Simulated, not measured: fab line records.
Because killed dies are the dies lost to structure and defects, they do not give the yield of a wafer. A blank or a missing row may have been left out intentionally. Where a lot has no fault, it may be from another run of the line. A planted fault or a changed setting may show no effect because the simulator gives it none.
Which tool is to blame? || flow nandHarc || 6 lots with 18 wafers sampled at 4 steps, on a route of 1159 steps

== WHAT THE GAUGES SHOWED, per wafer ==
NHARC_P_STI_INSPECT_11.
{"lot": "L842", "measured": "day 2 19:34", "on": "defectInspect-01", "rawDefectCount": "3 6 5"}
{"lot": "L846", "measured": "day 3 17:14", "on": "defectInspect-01", "rawDefectCount": "3 4 7"}
{"lot": "L848", "measured": "day 4 08:32", "on": "defectInspect-01", "rawDefectCount": "2 10 2"}
{"lot": "L850", "measured": "day 4 17:08", "on": "defectInspect-01", "rawDefectCount": "5 5 8"}
{"lot": "L862", "measured": "day 7 17:29", "on": "defectInspect-01", "rawDefectCount": "15 13 29 17 14 32"}
{"lot": "L864", "measured": "day 8 04:58", "on": "defectInspect-01", "rawDefectCount": "8 9 8"}

== EACH LOT AND THE TOOL THAT RAN IT (in order: tool; ch and the chambers of the sampled wafers; start) ==
{"lot": "L842", "NHARC_P_ZERO_WELL_ETCH_63": "rieSi-01 ch 0,1,3, day 1 19:41", "NHARC_P_ZERO_WELL_DESCUM_26": "rieDiel-03 ch 0,2, day 1 20:47", "NHARC_P_STI_HM_DEP_30": "lpcvd-01 ch 0, day 2 15:15"}
{"lot": "L846", "NHARC_P_ZERO_WELL_ETCH_63": "rieSi-01 ch 0,2,3, day 2 19:43", "NHARC_P_ZERO_WELL_DESCUM_26": "rieDiel-11 ch 1,2, day 2 20:46", "NHARC_P_STI_HM_DEP_30": "lpcvd-02 ch 1, day 3 13:02"}
{"lot": "L848", "NHARC_P_ZERO_WELL_ETCH_63": "rieSi-01 ch 0,1,3, day 3 07:41", "NHARC_P_ZERO_WELL_DESCUM_26": "rieDiel-10 ch 0,2,3, day 3 08:46", "NHARC_P_STI_HM_DEP_30": "lpcvd-02 ch 1, day 4 04:20"}
{"lot": "L850", "NHARC_P_ZERO_WELL_ETCH_63": "rieSi-04 ch 0,1,3, day 3 19:42", "NHARC_P_ZERO_WELL_DESCUM_26": "rieDiel-10 ch 1,2,3, day 3 20:48", "NHARC_P_STI_HM_DEP_30": "lpcvd-02 ch 1, day 4 12:52"}
{"lot": "L862", "NHARC_P_ZERO_WELL_ETCH_63": "rieSi-05 ch 0,1,2, day 6 19:41", "NHARC_P_ZERO_WELL_DESCUM_26": "rieDiel-10 ch 1,2,3, day 6 20:47", "NHARC_P_STI_HM_DEP_30": "lpcvd-01 ch 0, day 7 13:12"}
{"lot": "L864", "NHARC_P_ZERO_WELL_ETCH_63": "rieSi-04 ch 0,1,3, day 7 07:41", "NHARC_P_ZERO_WELL_DESCUM_26": "rieDiel-11 ch 0,2,3, day 7 08:40", "NHARC_P_STI_HM_DEP_30": "lpcvd-02 ch 0, day 8 00:44"}
- NHARC_P_ZERO_WELL_ETCH_63: etches the open film in HBr/Cl2, target depth 120 nm, time 40.1 s.
- NHARC_P_ZERO_WELL_DESCUM_26: chemistry O2, time 3 s.
- NHARC_P_STI_HM_DEP_30: deposits Si3N4, target thk 80 nm, time 873 s.

== THE ANSWER, worked out from the rows above alone ==
Rule: what is usual is taken from the lots themselves. Put in order of their means at a reading, lots are off if they are a third of the lots or fewer, leave a main group of 4 or more, and stand apart from it by a gap of 3 or more times the standard deviation of the main group's means; of several such gaps the widest counts. If all means in a main group match to the digits the tables above print for the reading, that group is not used. A lot without any number at a reading at which 4 lots or more have one is off too. Any other lot the step has rows for is counted as sound.
Off: L862, at NHARC_P_STI_INSPECT_11 (rawDefectCount). Mean 6 and standard deviation 1.4 in the main group.
If a tool, at a process step before that reading, ran all the lots that are off and no sound lot after the first of them, it fits. Those tools and the gauges at NHARC_P_STI_INSPECT_11 are tried in the same way. Can't be told from this: 3 tools fit, rieSi-05 at NHARC_P_ZERO_WELL_ETCH_63, rieDiel-10 at NHARC_P_ZERO_WELL_DESCUM_26, lpcvd-01 at NHARC_P_STI_HM_DEP_30.

== WHAT HAD BEEN PUT IN BY THE SIMULATOR ==
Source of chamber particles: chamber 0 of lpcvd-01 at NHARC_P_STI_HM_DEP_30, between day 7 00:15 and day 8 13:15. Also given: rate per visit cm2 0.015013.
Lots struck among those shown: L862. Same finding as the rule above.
